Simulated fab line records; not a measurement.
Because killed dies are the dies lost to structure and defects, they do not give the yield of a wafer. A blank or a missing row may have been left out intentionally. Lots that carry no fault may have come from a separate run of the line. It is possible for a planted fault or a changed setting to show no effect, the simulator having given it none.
Struck lot and sound lot, side by side :: flow n5 finfet :: 25 steps out of a route of 1938
Sound: wafers L634.1, L634.5, L634.6. Wafers struck: L638.2, L638.3, L638.6. The cause is named last.
Order at every step that has rows: each side's tool, ch and its chambers, its first start. Under that, the readings that differ: sound wafers :: struck wafers :: difference of the means :: sigmas: that difference in standard deviations of wafers without a fault.
alike: same words and numbers on both sides, and readings whose means sit less than 2 such deviations apart. not compared: any withheld reading, any reading some wafer has no value for, any bound like >300 that may hide the same value, and any number with overlapping values for which the record gives no deviation.
Wherever a step has rows on one side only, a row that says differs or no value, or a row with sigmas, the two part there. Non-overlapping numbers with no deviation appear without sigmas and do not part them. A reading missing from all wafers of one side parts the sides only when that side holds two or more wafers.

first, 10 steps without rows for these wafers: N5_DUMMY_GATE_SRD_26 (time 30 s); N5_DUMMY_GATE_UV_OZONE_45 (time 120 s); N5_SPACER0_ALD_07 (deposits SiNx, target thk 2 nm); N5_SPACER0_ALD_00 (deposits SiOCN, target thk 3.5 nm, pulse time 3 s, purge time 2 s); N5_SPACER0_ALD_08 (deposits SiNx, target thk 2 nm); N5_SD_EPI_N_COAT_32 (time 60 s, resist thk 350 nm); N5_SD_EPI_N_COAT_33 (time 60 s, resist thk 35 nm); N5_SD_EPI_N_COAT_03 (resist thk 150 nm); N5_SD_EPI_N_EBR_05; N5_SD_EPI_N_SOFTBAKE_04 (time 60 s).
N5_SD_EPI_N_EXPOSE_06: exposes mask SD N BLK, target cd 120 nm.
  sound on arfi scanner-02 ch 0, day 4 23:55; struck on arfi scanner-02 ch 0, day 5 19:56
reading: exposure dose mJ cm2
sound: 39.79 39.75 39.80
struck: 36.03 36.05 36.05
difference: -3.74
sigmas: -87
  alike: mask
then, 2 steps without rows for these wafers: N5_SD_EPI_N_PEB_07 (peb time 60 s); N5_SD_EPI_N_DEVELOP_08 (develop time 30 s).
N5_SD_EPI_N_CD_MEAS_09: the cd target is 120 nm.
  sound on cd sem-02 ch 0, day 5 00:02; struck on cd sem-01 ch 0, day 5 20:04
reading: cd nm (nm)
sound: 119.6 118.7 118.7
struck: 113.2 112.6 113.2
difference: -6.0
sigmas: -11
N5_SD_EPI_N_DESCUM_14: chemistry O2, time 7.9 s.
  sound on rie diel-05 ch 0,1, day 5 00:18; struck on rie diel-04 ch 1,3, day 5 21:29
reading: model.SD_EPI_N.cd nm (nm)
sound: 119.6 119 118.6
struck: 113.2 112.8 113.2
difference: -6.0
sigmas: 
  alike: drypump motor current A, oes product au, rf vpp V, showerhead plenum p Torr, throttle valve pct
  not compared: rf hours counter h
then, 7 steps without rows for these wafers: N5_SD_EPI_N_ETCH_34 (etches SiARC in CF4, target depth 45.5 nm, time 75.8 s); N5_SD_EPI_N_ETCH_35 (etches SOC in N2/H2, overetch 108 nm, time 486 s); N5_SD_EPI_N_STRIP_36 (strips in N2/H2); N5_SD_EPI_N_ETCHBACK_44 (etches SiNx in CH3F/O2, stops on SiO2, target depth 14.5 nm); N5_SD_EPI_N_ETCH_45 (etches SiOCN in CH3F/O2, target depth 6 nm); N5_SD_EPI_N_ETCH_16 (etches SiO2 in CHF3/O2, target depth 5 nm); N5_SD_EPI_N_STRIP_47 (strips in CHF3/O2).
N5_SD_EPI_N_SD_RECESS_17: chemistry HBr/Cl2/O2, target depth 41 nm, time 23.7 s, bt time 3 s.
  sound on rie si-02 ch 1,2,3, day 5 00:59; struck on rie si-03 ch 0,2, day 5 22:10
reading: oes product au (a.u.)
sound: 1.018 1.006 1.004
struck: 0.976 0.990 0.977
difference: -0.028
sigmas: -2

reading: model.SD_EPI_N.cd nm (nm)
sound: 118.6 119.6 118.2
struck: 114.6 114.2 112.6
difference: -5.0
sigmas: 
  alike: drypump motor current A, throttle valve pct
  not compared: rf hours counter h
then, 1 step without rows for these wafers: N5_SD_EPI_N_STRIP_38 (strips in N2/H2).
-- record jumps: 5 days separate the struck wafers' starts on either side; left off in module SD_EPI_N, taken up again in module BEOL_M4, whose first shown step is the route's number 1111 --
N5_BEOL_M4_RC_MEAS_101:
  sound on prober-01 ch 0, day 9 19:44; struck on prober-02 ch 0, day 10 12:18
  alike: DIBL_N, DIBL_P, IOFF_N, IOFF_P, ION_N, ION_P, SS_N, SS_P, VT_N, VT_P

## WHERE THEY PART
First at N5_SD_EPI_N_EXPOSE_06; last, within this record, at N5_SD_EPI_N_SD_RECESS_17. Later steps at which nothing parts them and some readings are alike: N5_BEOL_M4_RC_MEAS_101.

WHY: what had been put in by the simulator
Process parameter drift: arfi scanner-02, from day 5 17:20 on, at N5_SD_EPI_N_EXPOSE_06. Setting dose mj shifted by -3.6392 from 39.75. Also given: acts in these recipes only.
